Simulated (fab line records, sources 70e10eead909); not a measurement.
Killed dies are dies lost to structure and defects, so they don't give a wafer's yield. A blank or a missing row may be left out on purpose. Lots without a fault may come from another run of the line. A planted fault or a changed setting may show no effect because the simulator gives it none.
One fault seen from 2 desks | flow nand_harc | each desk has only its own numbers; what lay behind them comes last

THE TOOL OWNER'S DESK: rie_diel-08
The tool's own readings at NHARC_A_CONTACT_ETCH_31 (etches the open film in O2/COS, target depth 2000 nm, time 520 s): means of the sampled wafers that have a number, for each lot that ran on this tool. A lot is out of limits, marked OUT, if its mean lies more than 4 standard deviations from the usual mean; the brackets give that distance.
Columns: A = chamber_pressure_mTorr at NHARC_A_CONTACT_ETCH_31, usual 20.001 mTorr; B = drypump_motor_current_A at NHARC_A_CONTACT_ETCH_31, usual 5.8 A; C = oes_product_au at NHARC_A_CONTACT_ETCH_31, usual 0.999 a.u.; D = rf_vpp_V at NHARC_A_CONTACT_ETCH_31, usual 313.4 V; E = showerhead_plenum_p_Torr at NHARC_A_CONTACT_ETCH_31, usual 3.07 Torr; F = throttle_valve_pct at NHARC_A_CONTACT_ETCH_31, usual 28.329 %
lot  | first seen here | A      | B   | C                | D     | E    | F
L178 | day 19 14:38    | 20.005 | 5.2 | 1.009            | 311.6 | 2.91 | 28.323
L177 | day 19 19:19    | 20.000 | 5.5 | 0.950 (-4.4) OUT | 310.7 | 2.91 | 28.328
L181 | day 19 22:23    | 19.992 | 5.5 | 0.958            | 311.6 | 2.90 | 28.321
This desk's finding: out of limits on L177; first on L177, day 19 19:19 (oes_product_au at NHARC_A_CONTACT_ETCH_31). In limits: L178, L181.

THE METROLOGY DESK
What the gauges read, lot by lot, whatever tool the lot ran on: means of the sampled wafers that have a number. A lot is out of limits, marked OUT, if its mean lies more than 4 standard deviations from the usual mean; the brackets give that distance.
Columns: A = overlay_x_nm at NHARC_A_CONTACT_OVL_MEAS_09, usual 0.0 nm; B = overlay_y_nm at NHARC_A_CONTACT_OVL_MEAS_09, usual -0.2 nm
lot  | first seen here | A    | B
L171 | day 18 01:41    | 1.3  | -0.5
L178 | day 19 13:56    | 0.6  | -0.7
L177 | day 19 18:17    | -1.0 | 0.3
L181 | day 19 21:18    | 0.5  | 0.0
L184 | day 20 05:48    | -1.1 | -0.8
L188 | day 21 06:44    | 0.1  | -1.2
L185 | day 21 09:46    | 0.9  | -0.5
L186 | day 21 13:44    | -0.8 | 0.2
L191 | day 22 19:20    | -0.4 | -0.1
L189 | day 23 00:23    | 0.5  | -0.7
L190 | day 23 03:01    | -0.5 | -1.1
This desk's finding: nothing out of limits on any of the 11 lots.

PUT TOGETHER
The tool owner's desk could have raised an alarm at day 19 19:19, on L177.
The metrology desk saw nothing out of limits.
The metrology desk has L177 on record, within its limits.
Of the lots named, all ran NHARC_A_CONTACT_ETCH_31 on rie_diel-08.

WHAT THE SIMULATOR HAD PUT IN
Process parameter drift: rie_diel-08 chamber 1, from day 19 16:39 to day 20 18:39, at NHARC_A_CONTACT_ETCH_31. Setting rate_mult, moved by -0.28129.
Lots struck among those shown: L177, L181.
Hours from the fault's start to each desk's first reading out of limits: the tool owner's desk, 3.
